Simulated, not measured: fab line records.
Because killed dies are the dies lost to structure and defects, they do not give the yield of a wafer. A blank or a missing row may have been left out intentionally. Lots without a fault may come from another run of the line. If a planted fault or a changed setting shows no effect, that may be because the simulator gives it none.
Matching of chambers + flow n5Finfet + 3 sister chambers for N5_MOL_CONTACT_COAG_CO_FILL_22 on cvdCo-02
The step material Co, precursor CCTBA/H2, target thk 20 nm. 3 wafers are shown with their chamber, then 12 later ones without.

## WAFERS, EACH WITH ITS CHAMBER
| wafer  | chamber | heaterPowerW (W) |
|--------|---------|------------------|
| L088.3 | 0       | 244              |
| L088.4 | 2       | 233              |
| L088.5 | 1       | 196              |

## WAFERS WITHOUT THEIR CHAMBER
| wafer  | heaterPowerW (W) |
|--------|------------------|
| L090.1 | 229              |
| L090.2 | 250              |
| L090.3 | 192              |
| L092.1 | 247              |
| L092.4 | 249              |
| L092.5 | 194              |
| L094.2 | 247              |
| L094.3 | 234              |
| L094.5 | 229              |
| L095.2 | 234              |
| L095.4 | 252              |
| L095.6 | 242              |

## CHAMBER TAKEN BY EACH
| wafer  | from the rows above     | in truth |
|--------|-------------------------|----------|
| L090.1 | 2                       | 2        |
| L090.2 | 0                       | 0        |
| L090.3 | 1                       | 1        |
| L092.1 | 0                       | 0        |
| L092.4 | 0                       | 0        |
| L092.5 | 1                       | 1        |
| L094.2 | 0                       | 0        |
| L094.3 | 2                       | 2        |
| L094.5 | 2                       | 2        |
| L095.2 | 2                       | 2        |
| L095.4 | 0                       | 0        |
| L095.6 | can't be placed: 0 or 2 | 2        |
11 of 12 placed correctly. Can't be placed from these rows: 1 (the true chamber is among the candidates in 1). Wrongly placed: 0.
How it was worked out, from the rows above alone: a wafer's distance from a chamber is the root of the sum, over the readings, of the square of ((its reading less the chamber's mean) divided by the reading's scatter). If the next closest chamber is less than 2 further off than the closest, the wafer can't be placed; otherwise it belongs to the closest. For every chamber, the mean is computed from those of its wafers that are shown. The scatter: with one shown wafer a chamber, the root of the mean of the squares of how far each hidden wafer lies from its nearest shown one.
